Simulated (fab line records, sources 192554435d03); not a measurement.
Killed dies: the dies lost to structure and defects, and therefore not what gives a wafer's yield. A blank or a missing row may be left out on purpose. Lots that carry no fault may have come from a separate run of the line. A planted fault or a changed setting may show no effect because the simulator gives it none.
fab line records	flow n5_finfet	part 1 of 2: steps 1 to 17 of 28
[record] lots = 5	wafers = 15	last_day = 15
route steps=1938 shown HKMG_FIN@458 GATE_CUT@465
lots with no fault: from the same line, run without faults
start_h: hours from the record's first day to the start of the lot's first wafer shown	wait_h: hours from the lot's prior step to this one	" as in the row above	L1.1+2: one row covering several wafers at once	- no value present, or no start provided	* or withheld: withheld	< > ~ a bound
route shown NAME@n: names a module that has steps shown in the file, with the first one's number in the route	usual: mean/standard deviation taken from wafers without a fault	same: alike in all rows	chamber/n: place in a boat	sites: readings site by site	_std_site: the values' standard deviation	_edge_site: inner sites' mean taken away from outer sites' mean	radius_mm: for every site, how far away it sits from the centre of the wafer	mask NAME#n: copy n	behind: the last tool/chamber to shape the wafer	hold: why the lot went on hold/how many hours it stayed there/how the hold came to an end	device: whichever transistor did not switch (one of n, p or np)	end of line: the route-end tests of the same wafers	a step given without rows: its recipe and nothing more	killed: dies lost to structure and defects at the first sort, not the wafer's yield	map: shows each die of a wafer: x if killed, . if not, _ if none is there
set.NAME: the setting that was run; set.NAME@STEP: the one run at that earlier step	model.NAME: the simulator's own value behind a step, which no gauge read
certain route steps with their lots: each step a table, each wafer a row
services: a tool's chamber out of use, with start hour (start_h, from the record's first day; less than 0 if before it), hours out, and reason
[[steps]]
[step N5_HKMG_FIN_W_FILL_22]
[recipe] material = W	target_thk_a = 600	temp_c = 400	pressure_torr = 39.4	time_s = 18.2
[usual] heater_power_w = 821/40	throttle_valve_pct = 19.7/0.81
lot.wafer	tool	chamber	start_h	wait_h	heater_power_w	throttle_valve_pct
L074.1	cvd_w-01	0	79.42	0.0	776	19.3
L074.5	"	0	"	"	796	19.6
L074.6	"	1	"	"	846	19.9
L078.1	cvd_w-02	0	102.21	0.0	881	20.6
L078.3	"	0	"	"	867	20.6
L078.4	"	1	"	"	776	18.9
L084.1	cvd_w-01	1	140.90	0.0	829	20.1
L084.2	"	0	"	"	782	19.5
L084.5	"	1	"	"	828	20.3
L085.1	cvd_w-02	0	144.31	0.0	880	20.6
L085.3	"	0	"	"	882	20.6
L085.5	"	0	"	"	866	20.6
L089.4	cvd_w-01	0	169.85	0.0	796	19.7
L089.5	"	0	"	"	797	19.8
L089.6	"	1	"	"	817	20.2
[step N5_HKMG_FIN_PRECLEAN_83]
[recipe] chemistry = DIW	time_s = 57.5	temp_c = 23
lot.wafer	tool	chamber	start_h	wait_h
L074.1+5+6	wet_bench-01	1,2,0	79.48	0.0
L078.1+3+4	wet_bench-02	2,4,3	102.27	0.0
L084.1+2+5	wet_bench-01	6,2,7	140.96	0.0
L085.1+3+5	wet_bench-02	4,2,0	144.37	0.0
L089.4+5+6	wet_bench-02	3,2,1	169.90	0.0
[step N5_HKMG_FIN_SRD_84]
[recipe] dry_time_s = 32	dry = n2_spin	spin_rpm = 1500
lot.wafer	tool	chamber	start_h	wait_h
L074.1+5+6	wet_bench-01	1,2,0	79.50	0.0
L078.1+3+4	wet_bench-02	2,4,3	102.29	0.0
L084.1+2+5	wet_bench-01	6,2,7	140.97	0.0
L085.1+3+5	wet_bench-02	4,2,0	144.39	0.0
L089.4+5+6	wet_bench-02	3,2,1	169.92	0.0
[step N5_HKMG_FIN_CMP_23]
[recipe] stop_on = SiNx	t_overpolish_s = 10	post_cmp_clean = rinse_only	down_force_psi = 4	platen_rpm = 50.289	pad_velocity_m_s = 1.0006	target_thk_nm = 46.326
[usual] motor_current_A = 11.7/1.1	overpolish_run_s = 10.000/0.0087	slurry_filter_dp_kPa = 13.49/0.14	time_to_endpoint_s = 10.3/1.8
[same] t_overpolish_s = 10
lot.wafer	tool	chamber	start_h	wait_h	motor_current_A	overpolish_run_s	slurry_filter_dp_kPa	time_to_endpoint_s
L074.1	cmp-02	2	79.69	0.2	10.5	9.996	13.53	12.7
L074.5	"	0	"	"	11.6	10.010	13.55	9.1
L074.6	"	1	"	"	10.8	9.993	13.38	12.3
L078.3	cmp-04	1	102.32	0.0	11.3	10.014	13.44	6.8
L078.1	"	3	"	"	11.4	9.989	13.33	10.6
L078.4	"	0	"	"	11.8	9.994	13.68	8.3
L084.1	cmp-02	3	141.01	0.0	13.9	9.996	13.60	9.5
L084.2	"	1	"	"	10.3	10.010	13.82	10.7
L084.5	"	0	"	"	11.8	9.983	13.39	9.7
L085.3	cmp-02	3	144.42	0.0	13.5	9.998	13.35	10.1
L085.1	"	1	"	"	10.2	10.018	13.53	12.7
L085.5	"	3	"	"	13.6	10.000	13.40	9.2
L089.4	cmp-04	3	170.11	0.2	12.0	9.995	13.49	7.6
L089.6	"	1	"	"	11.5	9.986	13.57	9.2
L089.5	"	2	"	"	10.8	9.991	13.69	10.2
[step N5_HKMG_FIN_CMP_94]
[recipe] stop_on = SiNx	post_cmp_clean = w_dilute_nh4oh	t_overpolish_s = 4.7	down_force_psi = 4	platen_rpm = 50.289	pad_velocity_m_s = 1.0006	target_thk_nm = 43.299
[usual] motor_current_A = 11.7/1.1	slurry_filter_dp_kPa = 13.49/0.12
[same] t_overpolish_s = 4.7
lot.wafer	tool	chamber	start_h	wait_h	motor_current_A	slurry_filter_dp_kPa
L074.1	cmp-02	2	80.07	0.3	10.4	13.59
L074.5	"	0	"	"	11.9	13.65
L074.6	"	1	"	"	10.2	13.63
L078.3	cmp-04	1	102.80	0.4	11.6	13.36
L078.1	"	3	"	"	11.7	13.56
L078.4	"	0	"	"	12.3	13.71
L084.1	cmp-02	3	141.49	0.4	13.6	13.58
L084.2	"	1	"	"	10.9	13.43
L084.5	"	0	"	"	11.5	13.42
L085.3	cmp-02	3	144.90	0.4	13.5	13.57
L085.1	"	1	"	"	10.8	13.36
L085.5	"	3	"	"	13.4	13.43
L089.4	cmp-04	3	170.49	0.3	12.7	13.58
L089.6	"	1	"	"	12.3	13.45
L089.5	"	2	"	"	10.8	13.30
[step N5_HKMG_FIN_INSPECT_28]
[recipe] inspect_instrument = darkfield	mode = post_cmp
[usual] raw_defect_count = 43/17
lot.wafer	tool	chamber	start_h	wait_h	raw_defect_count
L074.1	defect_inspect-01	-	80.24	0.0	29
L074.5	"	-	"	"	57
L074.6	"	-	"	"	59
L078.1	defect_inspect-02	-	103.03	0.0	40
L078.3	"	-	"	"	18
L078.4	"	-	"	"	70
L084.1	defect_inspect-02	-	141.72	0.0	10
L084.2	"	-	"	"	25
L084.5	"	-	"	"	24
L085.1	defect_inspect-02	-	145.13	0.0	25
L085.3	"	-	"	"	13
L085.5	"	-	"	"	44
L089.4	defect_inspect-02	-	170.66	0.0	37
L089.5	"	-	"	"	25
L089.6	"	-	"	"	26
[step N5_GATE_CUT_ETCHBACK_00]
[recipe] chemistry = SF6/Cl2	target = W	pressure_mtorr = 8	icp_w = 900	bias_w = 80	SF6_flow_sccm = 40	Cl2_flow_sccm = 60
[usual] bias_w = 80.01/0.22	drypump_motor_current_A = 5.8/0.41	he_backside_leak_sccm = 3.4/0.4	oes_product_au = 0.70/0.081	throttle_valve_pct = 27.79/0.16
lot.wafer	tool	chamber	start_h	wait_h	bias_w	drypump_motor_current_A	he_backside_leak_sccm	oes_product_au	rf_hours_counter_h	throttle_valve_pct
L074.1	rie_metal-01	1	80.27	0.0	80.28	6.4	3.3	0.69	88	27.92
L074.5	"	1	"	"	79.91	6.4	3.5	0.69	-	27.92
L074.6	"	1	"	"	80.10	6.4	3.4	0.68	-	27.91
L078.1	rie_metal-02	1	103.06	0.0	79.92	5.6	3.3	0.65	112	27.86
L078.3	"	1	"	"	79.69	5.6	3.4	0.65	-	27.86
L078.4	"	0	"	"	80.10	5.9	3.1	0.65	-	27.78
L084.1	rie_metal-02	1	141.75	0.0	79.77	5.6	3.4	0.65	116	27.86
L084.2	"	0	"	"	79.87	5.9	3.3	0.65	106	27.80
L084.5	"	0	"	"	79.97	5.9	3.4	0.64	-	27.81
L085.1	rie_metal-01	0	145.16	0.0	80.10	5.5	3.2	0.66	107	27.61
L085.3	"	0	"	"	80.15	5.5	2.8	0.66	-	27.61
L085.5	"	0	"	"	80.40	5.5	3.1	0.66	-	27.61
L089.4	rie_metal-02	0	170.74	0.1	80.35	5.9	3.3	0.64	-	27.80
L089.5	"	1	"	"	79.78	5.6	3.5	0.64	-	27.88
L089.6	"	0	"	"	79.94	5.9	3.4	0.64	-	27.80
[step N5_GATE_CUT_ETCH_56]
[recipe] chemistry = Cl2/Ar	target = TiN	target_depth_a = 216	pressure_mtorr = 10	icp_w = 600	bias_w = 60	Cl2_flow_sccm = 40	Ar_flow_sccm = 60
[usual] bias_w = 60.01/0.18	drypump_motor_current_A = 5.9/0.4	he_backside_leak_sccm = 3.41/0.22	mfc_ar_sccm = 60.04/0.19	oes_product_au = 0.70/0.083	throttle_valve_pct = 21.16/0.22
lot.wafer	tool	chamber	start_h	wait_h	bias_w	drypump_motor_current_A	he_backside_leak_sccm	mfc_ar_sccm	oes_product_au	rf_hours_counter_h	throttle_valve_pct
L074.1	rie_metal-01	1	80.59	0.3	60.09	6.4	3.42	60.18	0.69	88	21.36
L074.5	"	1	"	"	60.13	6.4	3.57	60.01	0.69	-	21.36
L074.6	"	1	"	"	60.00	6.4	3.49	60.13	0.70	-	21.34
L078.1	rie_metal-02	1	103.18	0.1	60.12	5.6	3.36	60.30	0.64	112	21.34
L078.3	"	1	"	"	59.96	5.6	3.43	60.12	0.65	-	21.32
L078.4	"	0	"	"	59.90	5.9	3.09	59.78	0.66	-	21.07
L084.1	rie_metal-02	1	141.87	0.1	59.58	5.6	3.41	60.12	0.63	116	21.33
L084.2	"	0	"	"	59.69	5.9	3.18	60.33	0.64	106	21.08
L084.5	"	0	"	"	59.83	5.9	3.41	59.99	0.65	-	21.09
L085.1	rie_metal-01	0	145.28	0.1	59.78	5.6	3.32	60.23	0.65	107	21.11
L085.3	"	0	"	"	59.71	5.6	3.40	59.87	0.65	-	21.11
L085.5	"	0	"	"	59.96	5.6	3.49	60.12	0.65	-	21.09
L089.4	rie_metal-02	0	170.85	0.1	60.08	5.9	3.62	59.63	0.64	-	21.08
L089.5	"	1	"	"	59.97	5.6	3.39	60.06	0.63	-	21.34
L089.6	"	0	"	"	59.73	5.9	3.54	59.75	0.64	-	21.07
[step N5_GATE_CUT_ETCHBACK_30]
[recipe] chemistry = Cl2/Ar	target = TiN	target_depth_a = 30	mode = isotropic	pressure_mtorr = 10	icp_w = 600	bias_w = 60	Cl2_flow_sccm = 40	Ar_flow_sccm = 60
[usual] bias_w = 60.03/0.17	drypump_motor_current_A = 5.9/0.4	he_backside_leak_sccm = 3.39/0.27	mfc_ar_sccm = 60.03/0.19	oes_product_au = 0.70/0.083	throttle_valve_pct = 21.16/0.22
lot.wafer	tool	chamber	start_h	wait_h	bias_w	drypump_motor_current_A	he_backside_leak_sccm	mfc_ar_sccm	oes_product_au	rf_hours_counter_h	throttle_valve_pct
L074.1	rie_metal-01	1	80.83	0.2	59.94	6.4	3.53	60.15	0.69	88	21.35
L074.5	"	1	"	"	60.01	6.4	3.53	60.36	0.68	-	21.35
L074.6	"	1	"	"	60.06	6.4	3.61	60.09	0.69	-	21.36
L078.1	rie_metal-02	1	103.27	0.1	59.80	5.6	3.32	59.84	0.64	112	21.32
L078.3	"	1	"	"	60.00	5.6	3.47	60.31	0.64	-	21.33
L078.4	"	0	"	"	60.00	5.9	2.99	60.28	0.66	-	21.05
L084.1	rie_metal-02	1	141.96	0.1	60.15	5.6	3.43	60.17	0.64	116	21.34
L084.2	"	0	"	"	60.29	5.9	2.98	60.03	0.64	106	21.08
L084.5	"	0	"	"	60.30	5.9	3.14	60.18	0.65	-	21.08
L085.1	rie_metal-01	0	145.37	0.1	59.99	5.6	3.36	59.79	0.65	107	21.11
L085.3	"	0	"	"	60.17	5.5	3.09	60.05	0.66	-	21.10
L085.5	"	0	"	"	60.02	5.5	3.24	60.06	0.65	-	21.12
L089.4	rie_metal-02	0	170.92	0.0	60.10	5.9	3.21	60.04	0.64	-	21.08
L089.5	"	1	"	"	59.74	5.6	3.32	60.48	0.63	-	21.34
L089.6	"	0	"	"	60.11	5.9	2.85	59.95	0.64	-	21.08
[step N5_GATE_CUT_VAPOR_ETCH_60]
[recipe] chemistry = BCl3/Cl2	target = HfO2	mode = isotropic
[usual] drypump_motor_current_A = 5.8/0.4	he_backside_leak_sccm = 3.34/0.14	oes_product_au = 0.70/0.081
lot.wafer	tool	chamber	start_h	wait_h	drypump_motor_current_A	he_backside_leak_sccm	oes_product_au
L074.1	rie_metal-01	1	80.91	0.1	6.4	3.19	0.68
L074.5	"	1	"	"	6.4	3.32	0.68
L074.6	"	1	"	"	6.4	3.22	0.69
L078.1	rie_metal-02	1	103.30	0.0	5.6	3.40	0.65
L078.3	"	1	"	"	5.6	3.49	0.64
L078.4	"	0	"	"	5.9	3.35	0.65
L084.1	rie_metal-02	1	141.99	0.0	5.6	3.48	0.63
L084.2	"	0	"	"	5.9	3.05	0.64
L084.5	"	0	"	"	5.9	3.20	0.64
L085.1	rie_metal-01	0	145.40	0.0	5.6	3.36	0.65
L085.3	"	0	"	"	5.6	3.58	0.65
L085.5	"	0	"	"	5.5	3.60	0.65
L089.4	rie_metal-02	0	170.95	0.0	5.9	3.07	0.64
L089.5	"	1	"	"	5.6	3.38	0.64
L089.6	"	0	"	"	5.8	3.27	0.64
[step N5_GATE_CUT_ETCH_58]
[recipe] chemistry = CH3F/O2	target = SiNx	target_depth_a = 170	time_s = 128.6	ion_energy_ev = 50	pressure_mtorr = 30	source_w = 415	bias_w = 21	Ar_flow_sccm = 150	CH3F_flow_sccm = 30	O2_flow_sccm = 20
[usual] bias_w = 21.00/0.068	drypump_motor_current_A = 5.60/0.29	mfc_ar_sccm = 150.0/0.46	oes_product_au = 0.77/0.077	rf_vpp_V = 99.3/0.77	showerhead_plenum_p_Torr = 2.02/0.047	throttle_valve_pct = 16.30/0.19
lot.wafer	tool	chamber	start_h	wait_h	bias_w	drypump_motor_current_A	mfc_ar_sccm	oes_product_au	rf_hours_counter_h	rf_vpp_V	showerhead_plenum_p_Torr	throttle_valve_pct
L074.1	rie_diel-05	0	81.01	0.1	20.95	6.07	149.1	0.77	139	100.0	2.11	16.23
L074.5	"	3	"	"	20.96	5.56	150.2	0.72	-	97.6	1.99	16.53
L074.6	"	0	"	"	21.00	6.08	149.5	0.77	-	99.3	2.11	16.23
L078.1	rie_diel-06	2	103.90	0.6	20.95	5.56	150.0	0.74	167	99.8	2.00	16.46
L078.3	"	0	"	"	20.94	5.82	150.3	0.75	145	99.9	2.08	16.30
L078.4	"	1	"	"	21.00	5.28	149.6	0.68	246	100.1	2.07	16.48
L084.1	rie_diel-05	2	142.04	0.0	20.94	5.54	150.4	0.87	41	99.1	2.04	16.21
L084.2	"	1	"	"	20.98	5.27	149.7	0.83	76	99.9	2.00	15.99
L084.5	"	1	"	"	20.85	5.24	150.3	0.82	-	100.0	2.01	15.98
L085.1	rie_diel-06	2	145.46	0.0	21.04	5.55	150.9	0.72	182	99.0	1.99	16.49
L085.3	"	3	"	"	21.00	5.29	150.2	0.86	60	98.4	1.95	16.23
L085.5	"	2	"	"	20.93	5.56	150.4	0.72	-	98.3	1.99	16.48
L089.4	rie_diel-05	3	171.28	0.3	21.05	5.53	149.8	0.70	212	100.1	1.98	16.57
L089.5	"	0	"	"	20.89	6.00	149.8	0.76	-	98.6	2.10	16.25
L089.6	"	1	"	"	20.99	5.28	150.0	0.82	-	99.8	2.00	16.00
[step N5_GATE_CUT_STRIP_59]
[recipe] chemistry = N2/H2	time_s = 20	power_w = 100	temp_c = 40	pressure_mtorr = 100	rf_frequency_hz = 6e+07	bias_power_w = 3	n2_flow_sccm = 300	h2_flow_sccm = 300
[usual] drypump_motor_current_A = 5.62/0.29	n2_flow_sccm = 299.9/0.86	oes_product_au = 0.77/0.075	rf_vpp_V = 45.4/0.85	showerhead_plenum_p_Torr = 3.42/0.072	throttle_valve_pct = 12.27/0.19
lot.wafer	tool	chamber	start_h	wait_h	drypump_motor_current_A	n2_flow_sccm	oes_product_au	rf_hours_counter_h	rf_vpp_V	showerhead_plenum_p_Torr	throttle_valve_pct
L074.1	rie_diel-05	0	81.12	0.1	6.10	300.3	0.78	139	45.4	3.52	12.15
L074.5	"	3	"	"	5.55	300.6	0.71	-	44.0	3.33	12.30
L074.6	"	0	"	"	6.04	300.8	0.79	-	45.1	3.52	12.16
L078.1	rie_diel-06	2	104.00	0.1	5.57	299.4	0.74	167	45.9	3.37	12.34
L078.3	"	0	"	"	5.86	300.1	0.74	145	45.5	3.52	12.29
L078.4	"	1	"	"	5.30	300.5	0.69	246	45.6	3.45	12.31
L084.1	rie_diel-05	2	142.14	0.1	5.56	300.3	0.85	41	44.0	3.45	12.23
L084.2	"	1	"	"	5.31	300.2	0.81	76	46.1	3.44	12.01
L084.5	"	1	"	"	5.29	300.4	0.81	-	45.1	3.44	12.01
L085.1	rie_diel-06	2	145.56	0.1	5.59	300.9	0.72	182	46.4	3.37	12.38
L085.3	"	3	"	"	5.35	300.4	0.86	60	45.0	3.31	12.17
L085.5	"	2	"	"	5.58	299.8	0.72	-	45.8	3.37	12.39
L089.4	rie_diel-05	3	171.38	0.1	5.55	298.7	0.70	212	46.6	3.32	12.37
L089.5	"	0	"	"	6.03	300.4	0.76	-	44.2	3.51	12.20
L089.6	"	1	"	"	5.30	299.0	0.80	-	45.6	3.43	12.02
[step N5_GATE_CUT_PRECLEAN_31]
[recipe] temp_c = 23	chemistry = DIW	time_s = 300
lot.wafer	tool	chamber	start_h	wait_h
L074.1+5+6	wet_bench-05	0,7,1	81.20	0.1
L078.1+3+4	wet_bench-06	6,7,3	104.09	0.1
L084.1+2+5	wet_bench-05	2,6,7	142.23	0.1
L085.1+3+5	wet_bench-04	4,3,7	145.64	0.1
L089.4+5+6	wet_bench-05	3,7,1	171.46	0.1
[step N5_GATE_CUT_SRD_32]
[recipe] time_s = 30	temp_c = 23	rinse_liquid = diw	dry = ipa_marangoni
lot.wafer	tool	chamber	start_h	wait_h
L074.1+5+6	wet_bench-05	0,7,1	81.29	0.0
L078.1+3+4	wet_bench-06	6,7,3	104.18	0.0
L084.1+2+5	wet_bench-05	2,6,7	142.31	0.0
L085.1+3+5	wet_bench-04	4,3,7	145.73	0.0
L089.4+5+6	wet_bench-05	3,7,1	171.55	0.0
[step N5_GATE_CUT_SAC_CAP_01]
[recipe] material = SiNx	target_thk_a = 240	temp_c = 400	ald_precursor_family = SiH2I2	ald_co_reactant = N2/H2-plasma	pulse_time_s = 1	ald_cycles = 480	purge_time_s = 2	co_reactant_purge_time_s = 2	pressure_torr = 2
[usual] heater_power_w = 875/100	precursor_pulse_height_rel = 1.001/0.018
[same] purge_time_s = 2
lot.wafer	tool	chamber	start_h	wait_h	heater_power_w	precursor_pulse_height_rel
L074.1	ald_sin-04	3	81.34	0.0	741	1.039
L074.5	"	0	82.43	1.1	914	1.018
L074.6	"	1	"	"	783	1.010
L078.1	ald_sin-03	2	104.23	0.0	751	0.991
L078.3	"	0	"	"	900	0.977
L078.4	"	3	"	"	1084	0.998
L084.1	ald_sin-01	0	142.66	0.3	864	0.988
L084.2	"	1	"	"	906	0.968
L084.5	"	1	143.75	1.4	922	1.014
L085.1	ald_sin-01	1	145.77	0.0	885	1.004
L085.3	"	0	"	"	834	0.984
L085.5	"	2	146.86	1.1	1057	1.023
L089.4	ald_sin-03	0	171.60	0.0	908	0.983
L089.5	"	2	172.69	1.1	759	0.999
L089.6	"	3	"	"	1112	0.996
[step N5_GATE_CUT_PECVD_57]
[recipe] material = SiNx	target_thk_a = 210	temp_c = 400	precursor = SiH4/NH3/N2	pressure_torr = 1.5	rf_w = 300
[usual] heater_power_w = 729/77	showerhead_plenum_p_Torr = 5.15/0.064	throttle_valve_pct = 41.2/2.7
lot.wafer	tool	chamber	start_h	wait_h	heater_power_w	showerhead_plenum_p_Torr	throttle_valve_pct
L074.1	pecvd-02	0	83.53	1.1	702	5.16	44.8
L074.5	"	1	"	"	679	5.19	39.4
L074.6	"	2	"	"	724	5.12	39.9
L078.1	pecvd-01	2	106.42	1.1	750	5.19	45.0
L078.3	"	2	"	"	736	5.19	45.3
L078.4	"	1	"	"	679	5.22	44.4
L084.1	pecvd-01	0	144.86	1.1	833	5.26	38.9
L084.2	"	2	"	"	648	5.19	45.1
L084.5	"	0	"	"	823	5.23	39.0
L085.1	pecvd-01	0	147.97	1.1	766	5.24	38.6
L085.3	"	2	"	"	634	5.19	45.3
L085.5	"	1	"	"	775	5.21	44.4
L089.4	pecvd-01	1	173.82	1.1	775	5.21	44.5
L089.5	"	0	"	"	834	5.24	38.9
L089.6	"	2	"	"	687	5.19	45.2
[step N5_GATE_CUT_CMP_02]
[recipe] stop_on = SiO2	t_overpolish_s = 12.7	post_cmp_clean = alkaline_brush	down_force_psi = 2.5	platen_rpm = 51.8	pad_velocity_m_s = 1.0307	target_thk_nm = 0
[usual] motor_current_A = 8.8/1.1	overpolish_run_s = 12.700/0.0086	slurry_filter_dp_kPa = 13.50/0.12	time_to_endpoint_s = 24.1/2.3
[same] t_overpolish_s = 12.7
lot.wafer	tool	chamber	start_h	wait_h	motor_current_A	overpolish_run_s	slurry_filter_dp_kPa	time_to_endpoint_s
L074.1	cmp-02	0	83.72	0.2	9.3	12.704	13.57	24.8
L074.6	"	1	"	"	7.4	12.689	13.42	27.3
L074.5	"	2	"	"	8.2	12.691	13.68	28.1
L078.4	cmp-03	1	106.52	0.1	11.2	12.685	13.33	22.4
L078.3	"	3	"	"	7.7	12.715	13.37	27.2
L078.1	"	0	"	"	7.3	12.703	13.54	25.2
L084.2	cmp-04	2	144.93	0.1	7.9	12.703	13.24	24.5
L084.1	"	0	"	"	9.1	12.713	13.39	19.3
L084.5	"	3	"	"	9.4	12.697	13.36	21.1
L085.3	cmp-03	1	148.12	0.1	10.3	12.696	13.67	18.3
L085.1	"	2	"	"	9.4	12.718	13.44	23.4
L085.5	"	3	"	"	7.9	12.704	13.43	28.1
L089.4	cmp-03	2	173.94	0.1	9.7	12.702	13.47	26.3
L089.5	"	0	"	"	7.8	12.698	13.49	24.4
L089.6	"	1	"	"	11.0	12.698	13.68	21.1
